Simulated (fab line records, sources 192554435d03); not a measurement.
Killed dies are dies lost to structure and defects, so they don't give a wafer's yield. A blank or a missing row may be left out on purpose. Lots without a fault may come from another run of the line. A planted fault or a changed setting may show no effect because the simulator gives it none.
Split-lot experiment | flow n5_finfet | 7 lots, 21 wafers read, on a route of 1938 steps

THE SPLIT
At N5_GATE_CUT_EXPOSE_10 (exposes mask GATE CUT, target cd 20 nm), the setting dose_mj was moved away from the recipe's 43.25 on 5 of the 21 wafers read, by -7.1% to +4.9%. The other wafers ran this setting at the recipe's value.

FROM THE SPLIT TO THE READING: what the file shows between them, 2 steps
- N5_GATE_CUT_PEB_11: peb time 60 s
- N5_GATE_CUT_DEVELOP_12: develop time 30 s

THE READING
cd_nm, in nm, at N5_GATE_CUT_CD_MEAS_13 (target cd 20 nm). Fault-free wafers of this fab line usually give 20.03 nm, standard deviation 0.26 nm.

wafer  | tool, chamber at the split | dose_mj as run | against the recipe | cd_nm, nm | against lot-mates on the recipe
L075.1 | euv_scanner-02, 0          | 43.25          | recipe             | 19.63     | -
L075.2 | euv_scanner-02, 0          | 43.25          | recipe             | 19.72     | -
L075.4 | euv_scanner-02, 0          | 43.25          | recipe             | 20.18     | -
L079.3 | euv_scanner-01, 0          | 43.25          | recipe             | 19.97     | -
L079.4 | euv_scanner-01, 0          | 40.19          | -7.1%              | 18.20     | -1.79
L079.5 | euv_scanner-01, 0          | 43.25          | recipe             | 20.01     | -
L086.2 | euv_scanner-02, 0          | 45.39          | +4.9%              | 21.18     | +1.09
L086.4 | euv_scanner-02, 0          | 43.25          | recipe             | 20.25     | -
L086.6 | euv_scanner-02, 0          | 43.25          | recipe             | 19.93     | -
L087.3 | euv_scanner-01, 0          | 44.94          | +3.9%              | 20.67     | +0.58
L087.5 | euv_scanner-01, 0          | 43.25          | recipe             | 19.96     | -
L087.6 | euv_scanner-01, 0          | 43.25          | recipe             | 20.23     | -
L091.2 | euv_scanner-02, 0          | 44.32          | +2.5%              | 21.02     | +0.89
L091.3 | euv_scanner-02, 0          | 43.25          | recipe             | 20.13     | -
L091.4 | euv_scanner-02, 0          | 44.32          | +2.5%              | 20.42     | +0.29
L095.1 | euv_scanner-02, 0          | 43.25          | recipe             | 19.73     | -
L095.4 | euv_scanner-02, 0          | 43.25          | recipe             | 20.33     | -
L095.5 | euv_scanner-02, 0          | 43.25          | recipe             | 20.26     | -
L096.3 | euv_scanner-02, 0          | 43.25          | recipe             | 19.91     | -
L096.4 | euv_scanner-02, 0          | 43.25          | recipe             | 20.24     | -
L096.5 | euv_scanner-02, 0          | 43.25          | recipe             | 19.90     | -

THE FIT
A straight line over all 21 wafers: cd_nm changes by +0.242 nm for each +1% of dose_mj; r = +0.92; the points scatter about the line by 0.23 nm.
The same after taking each lot's own level away (the mean of its wafers on the recipe; 21 wafers): +0.229 nm for each +1%; r = +0.93; scatter 0.21 nm.
On that fit, the largest move of dose_mj shifts the reading by 1.6 nm.
The lots' own levels span 19.843 to 20.130 nm, that is 1.1 times the standard deviation above.
So the lot-to-lot level changes the slope little: the two slopes agree.
Check: with one of the wafers moved furthest among these (-7.1%) left out of the fit, the line predicts -1.43 nm for it against its lot-mates. It came out at -1.79 nm against them.

THE WHOLE CHAIN: every reading that the file lists as answering this split, in the file's order
step                   | what it does                                                       | reading                                                         | change (the file's fit)               | r (the file's)
N5_GATE_CUT_CD_MEAS_13 | target cd 20 nm                                                    | cd_nm                                                           | +0.226 nm for each +1% of the setting | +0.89
N5_GATE_CUT_DESCUM_18  | chemistry O2, time 7 s                                             | GATE_CUT.cd_nm (the simulator's own value, which no gauge read) | +0.209 nm for each +1% of the setting | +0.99
N5_GATE_CUT_ETCH_36    | etches SiARC in CF4, target depth 13 nm, time 21.7 s               | GATE_CUT.cd_nm (the simulator's own value, which no gauge read) | +0.204 nm for each +1% of the setting | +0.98
N5_GATE_CUT_ETCH_37    | etches SOC in N2/H2, target depth 60 nm, overetch 12 nm, time 90 s | GATE_CUT.cd_nm (the simulator's own value, which no gauge read) | +0.22 nm for each +1% of the setting  | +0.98
N5_GATE_CUT_HM_OPEN_40 | chemistry C4F6/O2, target SiO2, target depth 139 nm, time 85.1 s   | GATE_CUT.cd_nm (the simulator's own value, which no gauge read) | +0.233 nm for each +1% of the setting | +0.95

THE FILE'S OWN FIT
cd_nm changes by +0.226 nm for each +1% of dose_mj, r = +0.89.
